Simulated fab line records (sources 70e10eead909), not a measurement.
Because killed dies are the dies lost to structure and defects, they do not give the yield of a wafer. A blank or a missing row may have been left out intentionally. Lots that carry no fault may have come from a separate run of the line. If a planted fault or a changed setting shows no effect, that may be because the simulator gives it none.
fab line records	flow nandHarc
[record] lots = 7	wafers = 21	lastDay = 32
route steps=1302 shown P_STI@88 END@1302
lots that met no fault: from a run of the same line without faults
startH: hours from the record's opening day to when the first of the lot's shown wafers began	waitH: hours from the lot's prior step to this one	" same as the row above	L1.1+2: a row that stands for several wafers	- no value present, or no start provided	* or withheld: withheld	< > ~ a bound
route shown NAME@n: a module of which the file shows steps, and the number in the route of the first	usual: mean/standard deviation of fault-free wafers	same: alike in all rows	chamber/n: place in a boat	sites: per-site readings	_std_site: standard deviation across them	_edge_site: inner sites' mean taken away from outer sites' mean	radiusMm: for every site, how far away it sits from the centre of the wafer	mask NAME#n: copy n	behind: tool/chamber where the wafer was last shaped	hold: cause of the lot's hold/its duration in hours/its outcome	device: the n, p or np transistor that did not switch	end of line: tests of these same wafers at the route's end	where a step has no rows: the recipe by itself	killed: the dies lost at the first sort to structure and to defects; this is not the yield of the wafer	map: a wafer's dies, marking killed ones x, the rest . and places with no die _
set.NAME: the run value of the setting; set.NAME@STEP: its run value at that earlier step	model.NAME: the simulator's own value behind a step, which no gauge read
lots at some steps of the route; a table a step, a row a wafer
services: when a tool's chamber went out of use (startH, in hours from the record's first day, below 0 if earlier), for how many hours, and the reason
[[steps]]
[step NHARC_P_STI_ETCH_42]
[recipe] targetDepthA = 800	overetchA = 240	timeS = 61	ionEnergyEv = 200	n2FlowSccm = 150	h2FlowSccm = 150	arFlowSccm = 0	rfW = 400	biasW = 150	chemistry = N2/H2
[usual] drypumpMotorCurrentA = 6.0/0.37	n2FlowSccm = 149.9/0.47	oesProductAu = 1.000/0.014	rfVppV = 431.6/2.8	showerheadPlenumPTorr = 2.08/0.094	throttleValvePct = 14.172/0.0092
lot.wafer	tool	chamber	startH	waitH	drypumpMotorCurrentA	n2FlowSccm	oesProductAu	rfHoursCounterH	rfVppV	showerheadPlenumPTorr	throttleValvePct
L373.2	rieDiel-07	0	56.49	0.1	6.2	150.2	1.001	9	434.5	2.19	14.167
L373.3	"	1	"	"	6.4	149.5	1.006	8	431.1	2.06	14.159
L373.6	"	0	"	"	6.1	149.8	0.998	-	433.5	2.19	14.176
L381.1	rieDiel-07	0	134.96	0.1	6.1	149.7	0.990	1	434.8	2.19	14.178
L381.3	"	2	"	"	5.8	149.4	1.013	1	427.8	1.90	14.167
L381.6	"	0	"	"	6.1	149.6	0.979	-	434.8	2.19	14.157
L382.2	rieDiel-04	2	143.59	0.1	6.5	149.6	0.992	9	428.2	1.99	14.172
L382.5	"	3	"	"	5.9	149.5	1.012	-	434.3	2.19	14.186
L382.6	"	0	"	"	6.4	150.3	0.993	-	434.0	2.16	14.179
L383.4	rieDiel-04	0	153.41	0.1	6.5	150.4	0.974	10	434.9	2.16	14.167
L383.1	"	2	"	"	6.5	149.8	0.998	9	426.9	1.99	14.165
L383.5	"	0	"	"	6.5	150.2	0.992	-	433.3	2.16	14.188
L386.2	rieDiel-07	0	183.47	0.1	6.1	150.0	0.971	5	435.6	2.18	14.186
L386.1	"	3	"	"	6.1	149.4	0.991	5	433.4	2.09	14.177
L386.5	"	3	"	"	6.1	149.6	0.994	-	432.7	2.09	14.168
L392.3	rieDiel-07	1	245.66	0.1	6.4	150.3	1.006	11	431.4	2.06	14.180
L392.2	"	3	"	"	6.1	150.3	1.010	11	430.1	2.09	14.184
L392.5	"	1	"	"	6.4	150.0	0.997	-	430.8	2.05	14.160
L394.3	rieDiel-10	2	264.62	0.1	5.6	150.9	0.993	0	434.0	2.17	14.188
L394.6	"	3	"	"	6.2	150.5	0.987	-	428.4	1.96	14.163
L394.5	"	0	"	"	5.5	150.1	0.996	-	434.0	2.16	14.183
[step NHARC_P_STI_ETCH_31]
[recipe] targetDepthA = 1089	timeS = 54.5	cf4FlowSccm = 100	chf3FlowSccm = 30	arFlowSccm = 0	rfW = 500	biasW = 200	chemistry = CF4/CHF3
[usual] drypumpMotorCurrentA = 5.9/0.36	oesProductAu = 0.964/0.016	rfVppV = 371.3/2.4	showerheadPlenumPTorr = 1.59/0.068	throttleValvePct = 16.801/0.0089
lot.wafer	tool	chamber	startH	waitH	drypumpMotorCurrentA	oesProductAu	rfHoursCounterH	rfVppV	showerheadPlenumPTorr	throttleValvePct
L373.3	rieDiel-07	3	-	-	6.1	0.959	9	372.1	1.61	16.807
L373.2	"	0	"	"	6.1	0.976	9	372.5	1.68	16.799
L373.6	"	3	"	"	6.1	0.967	-	370.8	1.61	16.788
L381.1	rieDiel-07	1	-	-	6.4	0.954	1	371.9	1.59	16.809
L381.3	"	0	"	"	6.1	0.933	1	375.1	1.68	16.814
L381.6	"	1	"	"	6.4	0.957	-	369.6	1.59	16.799
L382.2	rieDiel-04	2	-	-	6.5	0.964	9	369.6	1.54	16.805
L382.6	"	0	"	"	6.5	0.967	-	374.3	1.66	16.802
L382.5	"	1	"	"	5.2	0.956	-	371.2	1.56	16.810
L383.1	rieDiel-04	2	-	-	6.5	0.955	9	369.1	1.54	16.811
L383.4	"	3	"	"	5.9	0.981	10	372.1	1.68	16.809
L383.5	"	1	"	"	5.2	0.957	-	369.9	1.56	16.812
L386.2	rieDiel-07	1	-	-	6.4	0.952	6	369.9	1.59	16.809
L386.1	"	3	"	"	6.1	0.961	5	371.5	1.61	16.802
L386.5	"	0	"	"	6.1	0.932	-	374.2	1.68	16.815
L392.2	rieDiel-07	3	-	-	6.1	0.961	11	372.3	1.61	16.814
L392.3	"	1	"	"	6.4	0.966	11	371.1	1.58	16.803
L392.5	"	2	"	"	5.7	0.970	-	366.5	1.47	16.807
L394.3	rieDiel-10	0	-	-	5.5	0.969	0	374.1	1.65	16.793
L394.5	"	2	"	"	5.6	0.973	-	374.1	1.67	16.807
L394.6	"	3	"	"	6.2	0.980	-	369.5	1.52	16.802
[step NHARC_P_STI_ETCH_15]
[recipe] targetDepthA = 3000	taperDeg = 4	timeS = 100.1	hbrFlowSccm = 150	cl2FlowSccm = 50	rfW = 400	icpW = 400	biasW = 100	chemistry = HBr/Cl2
[usual] drypumpMotorCurrentA = 5.7/0.51	hbrFlowSccm = 150.0/0.42	oesProductAu = 0.997/0.013	throttleValvePct = 26.406/0.0084
lot.wafer	tool	chamber	startH	waitH	drypumpMotorCurrentA	hbrFlowSccm	oesProductAu	rfHoursCounterH	throttleValvePct
L373.3	rieSi-06	3	56.69	-	5.4	149.9	0.985	0.8	26.400
L373.2	"	1	"	"	4.8	149.7	1.014	0.9	26.384
L373.6	"	1	"	"	4.8	150.0	1.022	-	26.406
L381.1	rieSi-01	1	135.14	-	6.0	149.6	0.993	0.9	26.409
L381.3	"	0	"	"	6.1	150.1	0.983	0.8	26.406
L381.6	"	1	"	"	6.1	149.6	0.991	-	26.414
L382.2	rieSi-01	1	143.80	-	6.0	150.5	0.980	1.0	26.413
L382.6	"	3	"	"	5.2	150.3	0.985	-	26.415
L382.5	"	0	"	"	6.1	149.5	0.965	-	26.411
L383.4	rieSi-01	2	153.61	-	5.6	150.1	0.997	1.0	26.396
L383.1	"	0	"	"	6.1	149.8	0.978	1.0	26.406
L383.5	"	1	"	"	6.0	150.1	0.984	-	26.396
L386.2	rieSi-06	2	183.70	-	6.2	150.8	1.011	0.6	26.417
L386.1	"	0	"	"	5.3	149.9	1.017	0.6	26.414
L386.5	"	2	"	"	6.2	149.4	1.017	-	26.407
L392.2	rieSi-01	2	245.85	-	5.7	149.7	1.009	0.4	26.395
L392.3	"	1	"	"	6.1	149.7	1.003	0.3	26.397
L392.5	"	2	"	"	5.7	149.1	1.002	-	26.418
L394.3	rieSi-06	0	264.83	-	5.3	150.8	0.997	0.0	26.416
L394.6	"	1	"	"	4.7	150.6	0.996	-	26.403
L394.5	"	2	"	"	6.2	150.4	0.990	-	26.400
[step NHARC_P_STI_CD_MEAS_16]
[usual] cdNm = 201/3.5
lot.wafer	tool	chamber	startH	waitH	cdNm
L373.2	cdSem-03	-	56.87	-	201
L373.3	"	-	"	"	201
L373.6	"	-	"	"	204
L381.1	cdSem-03	-	135.30	-	201
L381.3	"	-	"	"	204
L381.6	"	-	"	"	197
L382.2	cdSem-01	-	143.93	-	200
L382.5	"	-	"	"	204
L382.6	"	-	"	"	198
L383.1	cdSem-03	-	153.76	-	204
L383.4	"	-	"	"	205
L383.5	"	-	"	"	204
L386.1	cdSem-01	-	183.86	-	203
L386.2	"	-	"	"	197
L386.5	"	-	"	"	201
L392.2	cdSem-01	-	246.01	-	201
L392.3	"	-	"	"	199
L392.5	"	-	"	"	204
L394.3	cdSem-02	-	264.96	-	204
L394.5	"	-	"	"	204
L394.6	"	-	"	"	203
[step NHARC_P_STI_OCD_MEAS_17]
[usual] trenchDepthNm = 299/5.9	trenchFootCdNm = 159/3.1
lot.wafer	tool	chamber	startH	waitH	trenchDepthNm	trenchFootCdNm
L373.2	ocd-02	-	56.96	0.1	307	157
L373.3	"	-	"	"	297	162
L373.6	"	-	"	"	307	161
L381.1	ocd-01	-	135.39	0.1	295	162
L381.3	"	-	"	"	292	165
L381.6	"	-	"	"	297	158
L382.2	ocd-02	-	144.02	0.1	293	157
L382.5	"	-	"	"	286	162
L382.6	"	-	"	"	294	157
L383.1	ocd-02	-	153.85	0.1	287	162
L383.4	"	-	"	"	300	162
L383.5	"	-	"	"	293	162
L386.1	ocd-02	-	183.96	0.1	307	157
L386.2	"	-	"	"	309	154
L386.5	"	-	"	"	309	156
L392.2	ocd-01	-	246.10	0.1	305	158
L392.3	"	-	"	"	306	156
L392.5	"	-	"	"	305	159
L394.3	ocd-01	-	265.04	0.1	302	159
L394.5	"	-	"	"	295	163
L394.6	"	-	"	"	299	161
[step NHARC_P_STI_STRIP_19]
[recipe] timeS = 900	tempC = 130	chemistry = SPM
[step NHARC_P_STI_PRECLEAN_32]
[recipe] timeS = *	tempC = 50	bathAgeMin = 0	chemistry = SC1
[step NHARC_P_STI_SRD_23]
[step NHARC_P_STI_OCD_MEAS_43]
[usual] trenchDepthNm = 299/6	trenchFootCdNm = 159/3
lot.wafer	tool	chamber	startH	waitH	trenchDepthNm	trenchFootCdNm
L373.2	ocd-01	-	57.47	-	307	158
L373.3	"	-	"	"	297	161
L373.6	"	-	"	"	307	161
L381.1	ocd-02	-	135.98	-	295	162
L381.3	"	-	"	"	291	164
L381.6	"	-	"	"	297	158
L382.2	ocd-01	-	144.63	-	293	157
L382.5	"	-	"	"	286	162
L382.6	"	-	"	"	293	157
L383.1	ocd-01	-	154.45	-	287	162
L383.4	"	-	"	"	301	162
L383.5	"	-	"	"	294	161
L386.1	ocd-01	-	184.47	-	307	157
L386.2	"	-	"	"	310	153
L386.5	"	-	"	"	309	156
L392.2	ocd-02	-	246.69	-	305	157
L392.3	"	-	"	"	306	156
L392.5	"	-	"	"	304	160
L394.3	ocd-02	-	265.55	-	302	159
L394.5	"	-	"	"	295	163
L394.6	"	-	"	"	300	161
[step NHARC_P_STI_OXIDE_33]
[recipe] targetThkA = 100	tempC = 1000	oxTimeS = 281	material = SiO2
[step NHARC_P_STI_HDPCVD_20]
[recipe] targetThkA = withheld	sigmaOpenFrac = withheld	material = SiO2
[step NHARC_P_STI_ANNEAL_34]
[recipe] tempC = 1000	timeS = 1800
[step NHARC_P_STI_CMP_21]
[recipe] tOverpolishS = 20	targetThkNm = 380.67
[usual] motorCurrentA = 11.6/0.88	overpolishRunS = 20.000/0.0094	slurryFilterDpKPa = 13.50/0.15	tOverpolishS = 20/0
lot.wafer	tool	chamber	startH	waitH	motorCurrentA	overpolishRunS	slurryFilterDpKPa	tOverpolishS
L373.3	cmp-01	3	80.05	0.4	10.5	19.995	13.66	20
L373.2	"	1	"	"	11.5	20.000	13.52	20
L373.6	"	2	"	"	11.0	20.002	13.62	20
L381.1	cmp-04	1	156.38	0.4	11.5	65.370	13.41	65.378
L381.3	"	2	"	"	10.9	20.002	13.12	20
L381.6	"	0	"	"	12.0	20.002	13.44	20
L382.2	cmp-04	2	162.87	0.4	10.6	19.972	13.43	20
L382.5	"	0	"	"	12.8	20.003	13.47	20
L382.6	"	1	"	"	11.0	65.395	13.54	65.378
L383.4	cmp-04	0	172.16	0.4	12.4	20.001	13.09	20
L383.1	"	1	"	"	11.0	65.379	13.49	65.378
L383.5	"	3	"	"	10.8	19.994	13.68	20
L386.1	cmp-03	0	207.59	0.4	10.6	20.011	13.71	20
L386.2	"	1	"	"	12.8	19.998	13.42	20
L386.5	"	0	"	"	9.8	20.005	13.31	20
L392.2	cmp-03	3	268.28	0.4	11.8	20.007	13.55	20
L392.3	"	0	"	"	9.8	19.994	13.51	20
L392.5	"	2	"	"	12.0	19.999	13.54	20
L394.3	cmp-04	0	283.05	0.4	12.5	19.988	13.48	20
L394.6	"	1	"	"	11.3	20.000	13.40	20
L394.5	"	2	"	"	11.0	20.001	13.72	20
[step NHARC_END_SORT_01]
[recipe] tempC = 25
[usual] killedAtArray = 59/17	killedAtOther = 0.9/1.6	killedAtPeriphery = 3.7/2.3	killedDies = 64/17	killedOpen = 3.3/1.8	killedShort = 2.4/1.6
[same] grossDies = 677
lot.wafer	tool	chamber	startH	waitH	killedAtArray	killedAtOther	killedAtPeriphery	killedDies	killedOpen	killedShort
L383.1	prober-02	0	676.72	2.5	80	1	0	81	2	1
L383.5	prober-02	0	679.89	3.7	89	0	2	91	6	1
// killed by level:class
L383.1 A_SLIT:chamberFilmFlake=30 A_CHANNEL_HOLE_D1:chamberFilmFlake=27 A_CHANNEL_HOLE_D2:chamberFilmFlake=16 A_STAIRCASE:chamberFilmFlake=3 A_CHANNEL_FILL_D1:geometricParticle:open=1 A_M1:geometricParticle:open=1 STARTING-WAFER:geometricParticle:short=1 A_CHANNEL_FILL_D2:chamberFilmFlake=1
L383.5 A_CHANNEL_HOLE_D1:chamberFilmFlake=37 A_SLIT:chamberFilmFlake=26 A_CHANNEL_HOLE_D2:chamberFilmFlake=12 A_STAIRCASE:chamberFilmFlake=5 P_CONTACT:geometricParticle:open=1 A_CHANNEL_FILL_D1:geometricParticle:open=1 A_DECK1_JOINT:geometricParticle:open=1 A_ONON_D2:geometricParticle:short=1
[[services]]
tool	chamber	startH	hours	kind
rieSi-01	3	37.18	2.9	repair
rieSi-06	0	50.03	15.3	repair
rieDiel-04	1	59.61	7.3	repair
rieSi-01	1	71.15	2.4	repair
rieSi-06	-	72.00	9.0	pm
rieDiel-07	1	77.06	8.7	repair
rieDiel-04	0	77.99	5.2	repair
rieDiel-07	0	82.83	11.3	repair
rieDiel-07	3	96.60	10.5	repair
cmp-04	-	111.36	4.0	pm
rieDiel-07	-	117.20	9.0	pm
rieDiel-04	-	158.63	0.2	repair
rieDiel-07	2	172.51	33.3	repair
rieDiel-07	-	174.56	0.2	repair
rieDiel-04	-	177.90	9.0	pm
rieSi-01	0	185.86	8.9	repair
rieDiel-07	-	187.93	0.4	repair
cmp-04	-	188.83	5.7	repair
rieSi-06	-	191.43	0.8	repair
rieSi-01	-	193.00	9.0	pm
rieDiel-04	3	207.98	7.4	repair
cmp-04	-	209.36	4.0	pm
rieSi-01	0	223.54	10.3	repair
rieDiel-04	2	242.17	15.0	repair
[[key]]
[firstSign] step = NHARC_P_STI_CMP_21	reading = tOverpolishS	direction = up	sigmas = 99+	usual = 20	struck = 65.378
[effect] step = NHARC_P_STI_CMP_21	reading = overpolishRunS	direction = up	sigmas = 99+	usual = 20.000	struck = 65.381
metAt NHARC_P_STI_CMP_21
struckWafers L381.1,L382.6,L383.1
testerLeftOut L381,L382,L383
[fault] kind = processParameterDrift	tool = cmp-04	chamber = 1	onsetH = 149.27	steps = NHARC_P_STI_CMP_21	channel = tOverpolishS	offset = 45.378	shape = step	endH = 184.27	actsIn = theseRecipesOnly	stated = 20
// testerLeftOut: of these lots the tester's yield and bins aren't shown, on N5 and GAA mostly nor the transistor test; their killed dies are dies lost to structure and defects alone, not to doping, threshold or leakage, so they don't give the yield
